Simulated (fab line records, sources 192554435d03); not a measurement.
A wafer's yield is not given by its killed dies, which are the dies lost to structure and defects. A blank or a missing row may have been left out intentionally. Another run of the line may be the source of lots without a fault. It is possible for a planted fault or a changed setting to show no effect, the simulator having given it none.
Struck lot and sound lot, side by side	flow n5Finfet	40 steps out of a route of 1938
Sound: wafers L333.1, L333.2, L333.4. Struck: wafer L344.6 (L344.1, L344.3, from the same lot, were not struck and are left out); the cause is given at the end.
For every step that has rows: the tool of each side, followed by ch and its chambers, followed by its first start. Under that, the readings that differ: sound wafers	struck wafers	difference of the means	sigmas: that difference in standard deviations of wafers without a fault.
alike: same words and numbers on both sides, and readings whose means sit less than 2 such deviations apart. not compared: any withheld reading, any reading some wafer has no value for, any bound like >300 that may hide the same value, and any number with overlapping values for which the record gives no deviation.
A row with sigmas, a row that says differs or no value, or rows on one side alone: a step with any of these is where the two part. Non-overlapping numbers with no deviation appear without sigmas and do not part them. Lack of a reading on every wafer of one side parts them only where that side has two or more wafers.

first, 11 steps without rows for these wafers: N5_BEOL_M0_SAQP_DESCUM_19 (chemistry O2, time 7.9 s); N5_BEOL_M0_SAQP_ETCH_83 (etches SiARC in CF4, target depth 39 nm, time 65 s); N5_BEOL_M0_SAQP_ETCH_84 (etches SOC in N2/H2, target depth 100 nm, overetch 20 nm, time 150 s); N5_BEOL_M0_SAQP_STRIP_80 (strips in N2/H2); N5_BEOL_M0_SAQP_HM_OPEN_112 (chemistry CHF3/O2, target SiO2, stops on a-Si, target depth 12 nm, time 13.5 s); N5_BEOL_M0_SAQP_STRIP_113 (strips in CHF3/O2); N5_BEOL_M0_SAQP_MANDREL_ETCH_20 (etches a-Si in HBr/Cl2, stops on SiNx, target depth 60 nm, bt time 10 s, time 30 s); N5_BEOL_M0_SAQP_STRIP_86 (strips in N2/H2); N5_BEOL_M0_SAQP_STRIP_115 (strips in post etch residue remover, time 60 s); N5_BEOL_M0_SAQP_SRD_93 (time 30 s); N5_BEOL_M0_SAQP_RECESS_114 (chemistry HF/NH3, target SiO2, target depth 14.4 nm, afs cycles 3, sublimation time 60 s).
N5_BEOL_M0_SAQP_SPACER1_ALD_98: deposits SiO2, target thk 12.8 nm, pulse time 1 s, purge time 2 s.
  sound on aldSin-04 ch 0,1,2, day 6 19:04; struck on aldSin-04 ch 0, day 10 01:12
  alike: heaterPowerW, precursorPulseHeightRel
then, 23 steps without rows for these wafers: N5_BEOL_M0_SAQP_SPACER1_ETCHBACK_99 (etches SiO2 in CHF3/O2, target depth 15.4 nm, time 7.7 s); N5_BEOL_M0_SAQP_MANDREL1_REMOVE_100 (chemistry HBr/Cl2/O2, target a-Si, stops on SiNx, bt time 10 s); N5_BEOL_M0_SAQP_ETCH_101 (etches SiNx in CH3F/O2, target depth 29.9 nm, time 42.7 s); N5_BEOL_M0_SAQP_ETCH_102 (etches SiO2 in CF4, target depth 4 nm, time 4.4 s); N5_BEOL_M0_SAQP_MANDREL_ETCH_103 (etches a-Si in HBr/Cl2, stops on SiCN, target depth 45 nm, bt time 10 s, time 27 s); N5_BEOL_M0_SAQP_RECESS_104 (chemistry HF/NH3, target SiO2, target depth 18 nm, afs cycles 3, sublimation time 60 s); N5_BEOL_M0_SAQP_COAT_105 (time 60 s, resist thk 100 nm); N5_BEOL_M0_SAQP_ETCH_106 (etches SOC in N2/H2, stops on SiNx, target depth 150 nm); N5_BEOL_M0_SAQP_ETCH_107 (etches SiNx in CH3F/O2, target depth 30 nm); N5_BEOL_M0_SAQP_STRIP_108 (strips in N2/H2); N5_BEOL_M0_SAQP_RECESS_109 (chemistry HF/NH3, target SiO2, target depth 3 nm, afs cycles 1, sublimation time 60 s); N5_BEOL_M0_SAQP_SPACER2_ALD_26 (deposits SiO2, target thk 15 nm, pulse time 1 s, purge time 2 s); N5_BEOL_M0_SAQP_SPACER2_ETCHBACK_27 (etches SiO2 in CHF3/O2, target depth 22.5 nm, time 11.25 s); N5_BEOL_M0_SAQP_MANDREL2_REMOVE_110 (chemistry HBr/Cl2/O2, target a-Si, stops on SiCN, bt time 10 s); N5_BEOL_M0_SAQP_COAT_69 (time 60 s, resist thk 90 nm); N5_BEOL_M0_SAQP_COAT_72 (time 60 s, resist thk 15 nm); N5_BEOL_M0_SAQP_COAT_87 (time 60 s, resist thk 5 nm); N5_BEOL_M0_SAQP_COAT_34 (resist thk 30 nm); N5_BEOL_M0_SAQP_EBR_36; N5_BEOL_M0_SAQP_SOFTBAKE_35 (time 60 s); N5_BEOL_M0_SAQP_EXPOSE_37 (exposes mask M0 CUT1, target cd 30 nm); N5_BEOL_M0_SAQP_PEB_38 (peb time 60 s); N5_BEOL_M0_SAQP_DEVELOP_39 (develop time 30 s).
N5_BEOL_M0_SAQP_INSPECT_42: inspects for defects (brightfield).
  sound: defectInspect-02 at day 6 22:02; struck: defectInspect-02 at day 10 04:29
reading	sound	struck	difference	sigmas
rawDefectCount	408 392 408	561	+158	+2
then, 1 step without rows for these wafers: N5_BEOL_M0_SAQP_DESCUM_45 (chemistry O2, time 7 s).
N5_BEOL_M0_CUTY_INSPECT_59: inspects for defects (macro).
  sound: defectInspect-01 at day 6 23:29; struck: defectInspect-01 at day 10 06:29
reading	sound	struck	difference	sigmas
rawDefectCount	1 3 2	285	+283	+99 or more
N5_BEOL_M4_RC_MEAS_101:
  sound on prober-01 ch 0, day 9 03:48; struck on prober-01 ch 0, day 12 04:24
reading	sound	struck	difference	sigmas
VT_P (mV)	-251 -249 -248	-256	-7	-2
  alike: DIBL_N, DIBL_P, IOFF_N, IOFF_P, ION_N, ION_P, SS_N, SS_P, VT_N
-- here the record skips 4 days between the struck wafers' starts before and after, leaving off in module BEOL_M4 and picking up in module PASSIVATION (first step shown: number 1936 of the route) --
N5_PASSIVATION_PROBE_49:
  the record has rows for the struck wafers here (prober-02, day 16 14:11) and none for the sound ones

## WHERE THEY PART
At N5_BEOL_M0_SAQP_INSPECT_42 first; at N5_PASSIVATION_PROBE_49 last (within this record only).

WHY: the cause the simulator had injected
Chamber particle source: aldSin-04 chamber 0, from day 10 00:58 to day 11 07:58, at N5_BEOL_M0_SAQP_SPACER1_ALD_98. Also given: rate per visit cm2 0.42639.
